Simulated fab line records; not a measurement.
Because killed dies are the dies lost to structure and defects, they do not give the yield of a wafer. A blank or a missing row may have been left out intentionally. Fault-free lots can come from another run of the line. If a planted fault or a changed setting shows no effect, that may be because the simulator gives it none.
Split-lot trial + flow n5_finfet + on a route of 1938 steps: 7 lots, 21 wafers read

THE SPLIT
At N5_BEOL_M10_COAT_63 (time 60 s, resist thk 100 nm), the setting spin_rpm was moved away from the recipe's 1500 rpm on 2 of the 21 wafers read, by -4.5% to +5.0%. For the rest of the wafers, this setting stayed at what the recipe calls for.

FROM THE SPLIT TO THE READING: what the file shows between them, 6 steps
- N5_BEOL_M10_PEB_26: peb time 60 s (also split here: peb_time_s)
- N5_BEOL_M10_DEVELOP_27: develop time 30 s
- N5_BEOL_M10_CD_MEAS_28: target cd 70 nm
- N5_BEOL_M10_DESCUM_33: chemistry O2, time 7.9 s
- N5_BEOL_M10_ETCH_65: etches SiARC in CF4, target depth 39 nm, time 65 s
- N5_BEOL_M10_ETCH_66: etches SOC in N2/H2, target depth 120 nm, overetch 24 nm, time 180 s

THE READING
SOC_of_BEOL_M10_COAT_63.thk_nm (the simulator's own value, which no gauge read), in nm, at N5_BEOL_M10_VIA_ETCH_34 (etches SiCOH lowk in C4F6/O2, target depth 184.5 nm, time 69.2 s). The file gives no usual value for it. Here, 19 wafers ran the recipe; their average is 92.0 nm with a standard deviation of 0.42 nm.

| wafer  | tool, chamber at the split | spin_rpm as run, rpm | against the recipe | SOC_of_BEOL_M10_COAT_63.thk_nm, nm | against lot-mates on the recipe |
|--------|----------------------------|----------------------|--------------------|------------------------------------|---------------------------------|
| L075.1 | litho_track-05, 0          | 1500                 | recipe             | 92                                 | -                               |
| L075.4 | litho_track-05, 0          | 1500                 | recipe             | 92.4                               | -                               |
| L075.6 | litho_track-05, 0          | 1500                 | recipe             | 92.4                               | -                               |
| L076.1 | litho_track-03, 0          | 1500                 | recipe             | 92.2                               | -                               |
| L076.4 | litho_track-03, 0          | 1432                 | -4.5%              | 93.2                               | +1.6                            |
| L076.6 | litho_track-03, 0          | 1500                 | recipe             | 91                                 | -                               |
| L078.1 | litho_track-03, 0          | 1500                 | recipe             | 92                                 | -                               |
| L078.2 | litho_track-03, 0          | 1500                 | recipe             | 92.2                               | -                               |
| L078.6 | litho_track-03, 0          | 1500                 | recipe             | 91.4                               | -                               |
| L085.1 | litho_track-05, 0          | 1500                 | recipe             | 91.2                               | -                               |
| L085.4 | litho_track-05, 0          | 1500                 | recipe             | 92                                 | -                               |
| L085.5 | litho_track-05, 0          | 1500                 | recipe             | 92.2                               | -                               |
| L089.3 | litho_track-03, 0          | 1500                 | recipe             | 92.4                               | -                               |
| L089.5 | litho_track-03, 0          | 1500                 | recipe             | 92.4                               | -                               |
| L089.6 | litho_track-03, 0          | 1500                 | recipe             | 91.6                               | -                               |
| L093.4 | litho_track-05, 0          | 1500                 | recipe             | 91.8                               | -                               |
| L093.5 | litho_track-05, 0          | 1500                 | recipe             | 91.8                               | -                               |
| L093.6 | litho_track-05, 0          | 1500                 | recipe             | 92                                 | -                               |
| L097.3 | litho_track-04, 0          | 1500                 | recipe             | 92.2                               | -                               |
| L097.5 | litho_track-04, 0          | 1500                 | recipe             | 92.6                               | -                               |
| L097.6 | litho_track-04, 0          | 1575                 | +5.0%              | 89.4                               | -3.0                            |

THE FIT
A straight line over all 21 wafers: SOC_of_BEOL_M10_COAT_63.thk_nm changes by -0.404 nm for each +1% of spin_rpm; r = -0.80; the points scatter about the line by 0.46 nm.
The same after taking each lot's own level away (the mean of its wafers on the recipe; 21 wafers): -0.488 nm for each +1%; r = -0.89; scatter 0.39 nm.
Per that fit: largest spin_rpm move, reading shift of 2.4 nm.
The lots' own levels span 91.60 to 92.40 nm, that is 1.9 times the standard deviation above.
So the slope is not independent of the lot-to-lot level: the two fits are not the same.
Check: with one of the wafers moved furthest among these (+5.0%) left out of the fit, the line predicts -1.76 nm for it against its lot-mates. It came out at -3 nm against them.

THE OTHER SPLITS THESE WAFERS WENT THROUGH
Other splits were also applied to these wafers ahead of the reading. Each is held against what the fit with the lots' levels taken away leaves over:
| other split on the same wafers | wafers away from the commonest value | r with SOC_of_BEOL_M10_COAT_63.thk_nm (lot level and that fit taken away) |
|--------------------------------|--------------------------------------|---------------------------------------------------------------------------|
| N5_BEOL_M7_ETCH_62 source_w    | 10                                   | -0.25                                                                     |
| N5_BEOL_M8_COAT_22 spin_rpm    | 7                                    | +0.28                                                                     |
| N5_BEOL_M10_PEB_26 peb_time_s  | 5                                    | +0.44                                                                     |

THE WHOLE CHAIN: every reading that the file lists as answering this split, in the file's order
| step                    | what it does                                                         | reading                                                                         | change (the file's fit)               | r (the file's) |
|-------------------------|----------------------------------------------------------------------|---------------------------------------------------------------------------------|---------------------------------------|----------------|
| N5_BEOL_M10_COAT_63     | time 60 s, resist thk 100 nm                                         | SOC_of_BEOL_M10_COAT_63.thk_nm (the simulator's own value, which no gauge read) | -0.514 nm for each +1% of the setting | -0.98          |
| N5_BEOL_M10_ETCH_66     | etches SOC in N2/H2, target depth 120 nm, overetch 24 nm, time 180 s | etch.depth_nm (the simulator's own value, which no gauge read)                  | -0.5 nm for each +1% of the setting   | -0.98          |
| N5_BEOL_M10_VIA_ETCH_34 | etches SiCOH lowk in C4F6/O2, target depth 184.5 nm, time 69.2 s     | SOC_of_BEOL_M10_COAT_63.thk_nm (the simulator's own value, which no gauge read) | -0.489 nm for each +1% of the setting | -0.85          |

THE FILE'S OWN FIT
SOC_of_BEOL_M10_COAT_63.thk_nm changes by -0.489 nm for each +1% of spin_rpm, r = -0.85.
